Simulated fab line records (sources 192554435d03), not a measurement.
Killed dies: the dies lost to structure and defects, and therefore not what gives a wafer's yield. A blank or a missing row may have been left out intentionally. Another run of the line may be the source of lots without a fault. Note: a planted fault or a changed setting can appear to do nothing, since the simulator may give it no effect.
Split-lot experiment || flow n5_finfet || 21 wafers read from 7 lots, route of 1938 steps

## SPLIT DETAILS
At N5_BEOL_M13_EXPOSE_25 (exposes mask M13, target cd 210 nm), the setting dose_mj was moved away from the recipe's 22 on 6 of the 21 wafers read, by -6.6% to +7.2%. This setting was run at the recipe's value on the other wafers.

## FROM THE SPLIT TO THE READING: what the file shows between them, 3 steps
- N5_BEOL_M13_PEB_26: peb time 90 s
- N5_BEOL_M13_DEVELOP_27: develop time 45 s
- N5_BEOL_M13_HARDBAKE_32: time 120 s

## THE READING
At N5_BEOL_M13_CD_MEAS_28: cd_nm in nanometres, against a target cd of 209.5 nm. Fault-free wafers of this fab line usually give 210.6 nm, standard deviation 1.2 nm.

{"wafer": "L077.1", "tool, chamber at the split": "krf_scanner-02, 0", "dose_mj as run": 22, "against the recipe": "recipe", "cd_nm, nm": 210.0, "against lot-mates on the recipe": "-"}
{"wafer": "L077.3", "tool, chamber at the split": "krf_scanner-02, 0", "dose_mj as run": 22, "against the recipe": "recipe", "cd_nm, nm": 209.9, "against lot-mates on the recipe": "-"}
{"wafer": "L077.4", "tool, chamber at the split": "krf_scanner-02, 0", "dose_mj as run": 22, "against the recipe": "recipe", "cd_nm, nm": 210.6, "against lot-mates on the recipe": "-"}
{"wafer": "L080.1", "tool, chamber at the split": "krf_scanner-02, 0", "dose_mj as run": 22, "against the recipe": "recipe", "cd_nm, nm": 210.5, "against lot-mates on the recipe": "-"}
{"wafer": "L080.3", "tool, chamber at the split": "krf_scanner-02, 0", "dose_mj as run": 23.59, "against the recipe": "+7.2%", "cd_nm, nm": 215.4, "against lot-mates on the recipe": "+5.3"}
{"wafer": "L080.4", "tool, chamber at the split": "krf_scanner-02, 0", "dose_mj as run": 22, "against the recipe": "recipe", "cd_nm, nm": 209.7, "against lot-mates on the recipe": "-"}
{"wafer": "L082.1", "tool, chamber at the split": "krf_scanner-02, 0", "dose_mj as run": 22, "against the recipe": "recipe", "cd_nm, nm": 212.3, "against lot-mates on the recipe": "-"}
{"wafer": "L082.4", "tool, chamber at the split": "krf_scanner-02, 0", "dose_mj as run": 22, "against the recipe": "recipe", "cd_nm, nm": 212.4, "against lot-mates on the recipe": "-"}
{"wafer": "L082.6", "tool, chamber at the split": "krf_scanner-02, 0", "dose_mj as run": 20.54, "against the recipe": "-6.6%", "cd_nm, nm": 205.9, "against lot-mates on the recipe": -6.5}
{"wafer": "L086.2", "tool, chamber at the split": "krf_scanner-01, 0", "dose_mj as run": 23.31, "against the recipe": "+6.0%", "cd_nm, nm": 219.0, "against lot-mates on the recipe": "+6.4"}
{"wafer": "L086.4", "tool, chamber at the split": "krf_scanner-01, 0", "dose_mj as run": 22, "against the recipe": "recipe", "cd_nm, nm": 212.6, "against lot-mates on the recipe": "-"}
{"wafer": "L086.6", "tool, chamber at the split": "krf_scanner-01, 0", "dose_mj as run": 23.31, "against the recipe": "+6.0%", "cd_nm, nm": 217.6, "against lot-mates on the recipe": "+5.0"}
{"wafer": "L091.1", "tool, chamber at the split": "krf_scanner-02, 0", "dose_mj as run": 22, "against the recipe": "recipe", "cd_nm, nm": 210.9, "against lot-mates on the recipe": "-"}
{"wafer": "L091.2", "tool, chamber at the split": "krf_scanner-02, 0", "dose_mj as run": 22, "against the recipe": "recipe", "cd_nm, nm": 210.2, "against lot-mates on the recipe": "-"}
{"wafer": "L091.3", "tool, chamber at the split": "krf_scanner-02, 0", "dose_mj as run": 22, "against the recipe": "recipe", "cd_nm, nm": 210.3, "against lot-mates on the recipe": "-"}
{"wafer": "L095.2", "tool, chamber at the split": "krf_scanner-02, 0", "dose_mj as run": 22, "against the recipe": "recipe", "cd_nm, nm": 210.1, "against lot-mates on the recipe": "-"}
{"wafer": "L095.3", "tool, chamber at the split": "krf_scanner-02, 0", "dose_mj as run": 22, "against the recipe": "recipe", "cd_nm, nm": 210.5, "against lot-mates on the recipe": "-"}
{"wafer": "L095.6", "tool, chamber at the split": "krf_scanner-02, 0", "dose_mj as run": 22, "against the recipe": "recipe", "cd_nm, nm": 212.0, "against lot-mates on the recipe": "-"}
{"wafer": "L094.3", "tool, chamber at the split": "krf_scanner-02, 0", "dose_mj as run": 22.53, "against the recipe": "+2.4%", "cd_nm, nm": 212.0, "against lot-mates on the recipe": "+0.0"}
{"wafer": "L094.5", "tool, chamber at the split": "krf_scanner-02, 0", "dose_mj as run": 22.53, "against the recipe": "+2.4%", "cd_nm, nm": 212.2, "against lot-mates on the recipe": "+0.2"}
{"wafer": "L094.6", "tool, chamber at the split": "krf_scanner-02, 0", "dose_mj as run": 22, "against the recipe": "recipe", "cd_nm, nm": 212.0, "against lot-mates on the recipe": "-"}

THE FIT
A straight line over all 21 wafers: cd_nm changes by +0.884 nm for each +1% of dose_mj; r = +0.90; the points scatter about the line by 1.3 nm.
The same after taking each lot's own level away (the mean of its wafers on the recipe; 21 wafers): +0.856 nm for each +1%; r = +0.95; scatter 0.82 nm.
The reading moves by 6.2 nm for the largest change in dose_mj, on that fit.
The span of the lots' own levels, 210.10 to 212.60 nm, comes to 2.1 times the standard deviation stated above.
The two slopes are in agreement: the lot-to-lot level therefore moves the slope only a little.
Check: +6.27 nm against its lot-mates is what the line predicts for one of the wafers moved furthest among these (+7.2%) when that wafer is left out of the fit. Against them it came out at +5.3 nm.

## THE WHOLE CHAIN: every reading that the file lists as answering this split, in the file's order
{"step": "N5_BEOL_M13_CD_MEAS_28", "what it does": "target cd 209.5 nm", "reading": "cd_nm", "change (the file's fit)": "+0.839 nm for each +1% of the setting", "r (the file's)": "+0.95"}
{"step": "N5_BEOL_M13_DESCUM_33", "what it does": "chemistry O2, time 7.9 s", "reading": "BEOL_M13.cd_nm (the simulator's own value, which no gauge read)", "change (the file's fit)": "+0.84 nm for each +1% of the setting", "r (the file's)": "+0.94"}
{"step": "N5_BEOL_M13_ETCH_67", "what it does": "etches SiARC in CF4, target depth 143 nm, time 238.3 s", "reading": "BEOL_M13.cd_nm (the simulator's own value, which no gauge read)", "change (the file's fit)": "+0.775 nm for each +1% of the setting", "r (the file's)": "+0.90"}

## FILE'S OWN FIT
cd_nm changes by +0.839 nm for each +1% of dose_mj, r = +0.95.
